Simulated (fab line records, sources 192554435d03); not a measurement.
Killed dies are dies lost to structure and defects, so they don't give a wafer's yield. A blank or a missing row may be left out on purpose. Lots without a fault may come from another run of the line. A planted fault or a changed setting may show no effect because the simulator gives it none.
Chamber matching | flow n5_finfet | N5_BEOL_M6_ETCH_66 on rie_diel-02: 4 sister chambers
The step etches SOC in N2/H2, target depth 80 nm, overetch 16 nm, time 120 s. 4 wafers are shown with their chamber, then 8 later ones without.

WAFERS WITH THEIR CHAMBER
wafer  | chamber | showerhead_plenum_p_Torr (Torr)
L081.1 | 0       | 2.39
L081.5 | 2       | 2.63
L081.6 | 1       | 2.62
L089.1 | 3       | 2.51

WAFERS WITHOUT THEIR CHAMBER
wafer  | showerhead_plenum_p_Torr (Torr)
L089.4 | 2.63
L089.5 | 2.38
L092.2 | 2.51
L092.3 | 2.62
L092.4 | 2.51
L096.1 | 2.62
L096.3 | 2.60
L096.5 | 2.50

WHICH CHAMBER EACH WENT THROUGH
wafer  | from the rows above     | in truth
L089.4 | can't be placed: 2 or 1 | 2
L089.5 | 0                       | 0
L092.2 | 3                       | 3
L092.3 | can't be placed: 1 or 2 | 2
L092.4 | 3                       | 3
L096.1 | can't be placed: 1 or 2 | 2
L096.3 | can't be placed: 1 or 2 | 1
L096.5 | 3                       | 3
Placed correctly: 4 of 8. Can't be placed from these rows: 4 (the true chamber is among the candidates in 4). Placed wrongly: 0.
How it was worked out, from the rows above alone: a wafer's distance from a chamber is the root of the sum, over the readings, of the square of ((its reading less the chamber's mean) divided by the reading's scatter). The wafer belongs to the nearest chamber; if the next one is less than 2 further off, it can't be placed. A chamber's mean is the mean of its shown wafers. The scatter: with one shown wafer a chamber, the root of the mean of the squares of how far each hidden wafer lies from its nearest shown one.
